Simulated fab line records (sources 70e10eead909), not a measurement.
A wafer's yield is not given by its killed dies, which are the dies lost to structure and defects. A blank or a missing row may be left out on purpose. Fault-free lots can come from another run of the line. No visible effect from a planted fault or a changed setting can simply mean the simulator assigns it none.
The same fault as seen by 2 desks + flow nand-harc + numbers are kept per desk, each desk with only its own; the story behind them comes last

## THE DEFECT DESK
Counts from the inspections along the route, per lot, as means over the sampled wafers that have a number. The brackets show how far a lot's mean lies from the usual mean; more than 4 standard deviations puts the lot out of limits, marked OUT.
Columns: A = raw-defect-count at NHARC_A_CHANNEL_FILL_D2_INSPECT_13, usual 383
| lot  | first seen here | A   |
|------|-----------------|-----|
| L653 | day 15 17:53    | 357 |
| L655 | day 17 06:48    | 332 |
| L656 | day 17 11:48    | 383 |
| L658 | day 17 16:55    | 531 |
| L659 | day 18 12:40    | 283 |
| L661 | day 18 20:29    | 370 |
| L662 | day 19 03:08    | 399 |
| L671 | day 23 16:43    | 317 |
| L674 | day 24 13:07    | 179 |
| L673 | day 24 21:29    | 307 |
| L675 | day 25 10:29    | 208 |
This desk found nothing out of limits on any of the 11 lots.

## DESK OF THE TOOL OWNER: rtp-anneal-01
Per lot that ran on this tool, the mean of the sampled wafers carrying a number, from the tool's own readings at NHARC_A_CHANNEL_FILL_D2_RTA_24 (time 5 s). The brackets show how far a lot's mean lies from the usual mean; more than 4 standard deviations puts the lot out of limits, marked OUT. Readings shown: 7 out of 9 (the first out of limits, and those lying furthest out on some lot).
Columns: A = lamp-power-pct at NHARC_A_CHANNEL_FILL_D2_RTA_24, usual 30.2 %; B = lamp_zone_1_pct at NHARC_A_CHANNEL_FILL_D2_RTA_24, usual 30.2 %; C = lamp_zone_2_pct at NHARC_A_CHANNEL_FILL_D2_RTA_24, usual 30.2 %; D = lamp_zone_3_pct at NHARC_A_CHANNEL_FILL_D2_RTA_24, usual 30.2 %; E = lamp_zone_4_pct at NHARC_A_CHANNEL_FILL_D2_RTA_24, usual 30.2 %; F = lamp_zone_5_pct at NHARC_A_CHANNEL_FILL_D2_RTA_24, usual 30.2 %; G = wafer_temp_C_max at NHARC_A_CHANNEL_FILL_D2_RTA_24, usual 1003.5
| lot  | first seen here | A    | B    | C    | D    | E    | F    | G                |
|------|-----------------|------|------|------|------|------|------|------------------|
| L655 | day 17 06:38    | 31.0 | 30.9 | 30.9 | 31.0 | 30.9 | 31.0 | 1003.5           |
| L656 | day 17 11:38    | 30.9 | 30.9 | 31.0 | 30.9 | 31.0 | 30.9 | 1004.4           |
| L662 | day 19 02:59    | 32.5 | 32.5 | 32.5 | 32.5 | 32.5 | 32.5 | 1020.4 (+21) OUT |
| L671 | day 23 16:31    | 30.9 | 30.9 | 30.9 | 30.9 | 30.9 | 30.9 | 1003.7           |
| L673 | day 24 21:17    | 30.9 | 30.9 | 30.9 | 30.9 | 30.9 | 31.0 | 1003.9           |
| L675 | day 25 10:17    | 31.0 | 31.0 | 31.0 | 30.9 | 30.9 | 31.0 | 1003.6           |
Finding of this desk: L662 out of limits; the first was L662 at day 19 02:59, on wafer_temp_C_max at NHARC_A_CHANNEL_FILL_D2_RTA_24. L655, L656, L671, L673, L675 stayed within limits.

## ALL TOGETHER
The tool owner's desk had the chance to raise an alarm at day 19 02:59 on L662.
Nothing out of limits was seen by the defect desk.
The defect desk has L662 on record, within its limits.
All the named lots went through NHARC_A_CHANNEL_FILL_D2_RTA_24 on rtp-anneal-01.

## WHAT THE SIMULATOR PUT IN
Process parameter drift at NHARC_A_CHANNEL_FILL_D2_RTA_24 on rtp-anneal-01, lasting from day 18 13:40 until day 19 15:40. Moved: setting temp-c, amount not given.
Lots struck among those shown: L662.
Time in hours from fault onset to the first out-of-limits reading at each desk: the tool owner's desk, 13.
